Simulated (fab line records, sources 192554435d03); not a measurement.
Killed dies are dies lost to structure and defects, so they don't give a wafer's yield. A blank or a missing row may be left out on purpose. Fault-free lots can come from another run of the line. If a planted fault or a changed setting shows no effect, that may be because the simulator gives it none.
What tool caused it? -- flow n5_finfet -- 9 lots with 26 wafers sampled at 3 steps, on a route of 1938 steps

## WHAT EACH GAUGE READ, for each wafer
N5_BEOL_M10_OCD_MEAS_38.
lot,measured,on,trench_depth_nm (nm)
L515,day 10 20:35,ocd-02,147.6 148.4 147.6
L517,day 11 01:34,ocd-02,151.9 145.8 146.7
L518,day 11 01:32,ocd-02,150.0 146.1 149.6
L516,day 11 01:59,ocd-02,149.3 147.2 147.8
L521,day 11 20:40,ocd-02,149.4 153.0 147.0
L528,day 13 22:33,ocd-01,147.0 151.0 149.5
L526,day 14 01:43,ocd-02,146.0 150.1 151.2
L532,day 14 09:36,ocd-01,149.2 149.4
L534,day 15 17:57,ocd-02,151.1 176.8 178.5

## EACH LOT AND THE TOOL THAT RAN IT (in order: tool; ch and the chambers of the sampled wafers; start)
lot,N5_BEOL_M10_HM_OPEN_17,N5_BEOL_M10_TRENCH_ETCH_37
L515,"rie_metal-02 ch 0,1, day 10 17:28","rie_diel-02 ch 1,3, day 10 20:25"
L517,"rie_metal-03 ch 0,1, day 10 21:37","rie_diel-01 ch 0,1,2, day 11 01:23"
L518,"rie_metal-01 ch 0,1, day 10 21:47","rie_diel-02 ch 1,2, day 11 01:21"
L516,"rie_metal-01 ch 0,1, day 10 22:32","rie_diel-02 ch 1,2, day 11 01:49"
L521,"rie_metal-03 ch 0,1, day 11 19:13","rie_diel-01 ch 0,1,3, day 11 20:29"
L528,"rie_metal-03 ch 0,1, day 13 19:47","rie_diel-02 ch 0,2,3, day 13 22:22"
L526,"rie_metal-01 ch 0,1, day 13 23:12","rie_diel-01 ch 0,1,3, day 14 01:32"
L532,"rie_metal-01 ch 1, day 14 08:14","rie_diel-02 ch 1,2, day 14 09:25"
L534,"rie_metal-01 ch 0,1, day 15 16:34","rie_diel-02 ch 0,2, day 15 17:46"
- N5_BEOL_M10_HM_OPEN_17: chemistry Cl2/BCl3, target TiN, target depth 20 nm, overetch 6 nm.
- N5_BEOL_M10_TRENCH_ETCH_37: etches SiCOH lowk in C4F6/O2, target depth 148.83 nm, time 48 s.

## THE ANSWER, worked out from the rows above alone
Rule: what is usual is taken from the lots themselves. The widest of any qualifying gaps counts: lots, ordered by their means at a reading, are off when they make up no more than a third of the lots, leave a main group of 4 or more, and stand apart from it by 3 or more times the standard deviation of that group's means. If all means in a main group match to the digits the tables above print for the reading, that group is not used. A lot without any number at a reading at which 4 lots or more have one is off too. Any other lot the step has rows for is counted as sound.
Off: L534 (N5_BEOL_M10_OCD_MEAS_38, trench_depth_nm). Mean 148.8 nm and standard deviation 0.64 in the main group.
If a tool, at a process step before that reading, ran all the lots that are off and no sound lot after the first of them, it fits. Those tools and the gauges at N5_BEOL_M10_OCD_MEAS_38 are tried in the same way. Can't be told from this: 3 tools fit, rie_metal-01 at N5_BEOL_M10_HM_OPEN_17, rie_diel-02 at N5_BEOL_M10_TRENCH_ETCH_37, ocd-02 at N5_BEOL_M10_OCD_MEAS_38.

## WHAT THE SIMULATOR HAD PUT IN
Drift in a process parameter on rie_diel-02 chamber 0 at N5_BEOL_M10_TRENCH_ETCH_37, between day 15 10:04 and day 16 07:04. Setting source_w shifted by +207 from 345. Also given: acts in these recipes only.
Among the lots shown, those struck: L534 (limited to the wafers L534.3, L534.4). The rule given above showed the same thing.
